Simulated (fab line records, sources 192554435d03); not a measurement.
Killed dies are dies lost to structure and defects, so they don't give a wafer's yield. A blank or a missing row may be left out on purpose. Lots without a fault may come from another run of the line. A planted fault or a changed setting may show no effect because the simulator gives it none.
A struck lot beside a sound one | flow n5_finfet | 14 steps out of a route of 1938
Sound: wafers L960.2, L960.4, L960.5. Struck: wafer L966.6. (L966.1, L966.4 of the same lot were not struck and are left out.) The cause comes at the end.
At each step with rows: each side's tool, then ch and its chambers, then its first start. Under that, the readings that differ: sound wafers | struck wafers | difference of the means | sigmas: that difference in standard deviations of wafers without a fault.
alike: readings whose means differ by less than 2 such deviations, and words and numbers that are the same on both sides. not compared: withheld readings, readings that some wafer has no value for, bounds like >300 that may hide the same value, and numbers for which the record gives no deviation and whose values overlap.
The two part at a step that has a row with sigmas, a row that says differs or no value, or rows on one side only. Numbers that don't overlap but have no deviation are shown without sigmas and don't part them. A reading that every wafer of one side lacks parts them only if that side has two wafers or more.

first, 7 steps without rows for these wafers: N5_BEOL_M5_COAT_71 (time 60 s, resist thk 5 nm); N5_BEOL_M5_COAT_05 (resist thk 30 nm); N5_BEOL_M5_EBR_07; N5_BEOL_M5_SOFTBAKE_06 (time 60 s); N5_BEOL_M5_EXPOSE_08 (exposes mask M5, target cd 28 nm); N5_BEOL_M5_PEB_09 (peb time 60 s); N5_BEOL_M5_DEVELOP_10 (develop time 30 s).
N5_BEOL_M5_CD_MEAS_11: target cd 27.74 nm.
  sound on cd_sem-03 ch 0, day 11 16:59; struck on cd_sem-02 ch 0, day 13 04:29
  alike: cd_nm
N5_BEOL_M5_OVL_MEAS_12:
  sound on overlay-01 ch 0, day 11 17:01; struck on overlay-01 ch 0, day 13 04:31
  alike: M5_OVL
N5_BEOL_M5_INSPECT_13: inspects for defects (brightfield).
  sound on defect_inspect-01, day 11 17:04; struck on defect_inspect-02, day 13 04:34
  alike: raw_defect_count
N5_BEOL_M5_DESCUM_16: chemistry O2, time 7 s.
  sound on rie_diel-02 ch 1,2,3, day 11 17:06; struck on rie_diel-02 ch 3, day 13 04:37
  alike: bias_power_w, drypump_motor_current_A, o2_flow_sccm, oes_product_au, rf_vpp_V, showerhead_plenum_p_Torr, throttle_valve_pct
  not compared: rf_hours_counter_h
N5_BEOL_M5_ETCH_72: etches underlayer in N2/H2, target depth 6.5 nm, time 5.2 s.
  sound on rie_diel-02 ch 1,2,3, day 11 17:08; struck on rie_diel-02 ch 3, day 13 04:38
  alike: drypump_motor_current_A, etch_rf_on_time_s, n2_flow_sccm, oes_product_au, rf_vpp_V, showerhead_plenum_p_Torr, throttle_valve_pct
  not compared: rf_hours_counter_h
N5_BEOL_M5_ETCH_61: etches SiARC in CF4, target depth 15.6 nm, time 26 s.
  sound on rie_diel-02 ch 1,2,3, day 11 17:10; struck on rie_diel-02 ch 3, day 13 04:40
  reading               | sound          | struck | difference | sigmas
  etch_rf_on_time_s (s) | 25.5 25.4 25.3 | 16.0   | -9.4       | -23
  oes_product_au (a.u.) | 0.64 0.62 0.72 | 0.82   | +0.16      | +2
  alike: drypump_motor_current_A, rf_vpp_V, showerhead_plenum_p_Torr, throttle_valve_pct
  not compared: rf_hours_counter_h
N5_BEOL_M5_ETCH_62: etches SOC in N2/H2, target depth 75 nm, overetch 15 nm, time 112.5 s.
  sound on rie_diel-02 ch 1,2,3, day 11 17:11; struck on rie_diel-02 ch 3, day 13 04:41
  alike: drypump_motor_current_A, n2_flow_sccm, oes_product_au, rf_vpp_V, showerhead_plenum_p_Torr, throttle_valve_pct
  not compared: rf_hours_counter_h

WHERE THEY PART
Only at N5_BEOL_M5_ETCH_61, within this record. Later steps at which nothing parts them and some readings are alike: N5_BEOL_M5_ETCH_62.

WHY: what the simulator had put in
Process parameter drift: rie_diel-02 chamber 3, from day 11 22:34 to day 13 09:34, at N5_BEOL_M5_ETCH_61. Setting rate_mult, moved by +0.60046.
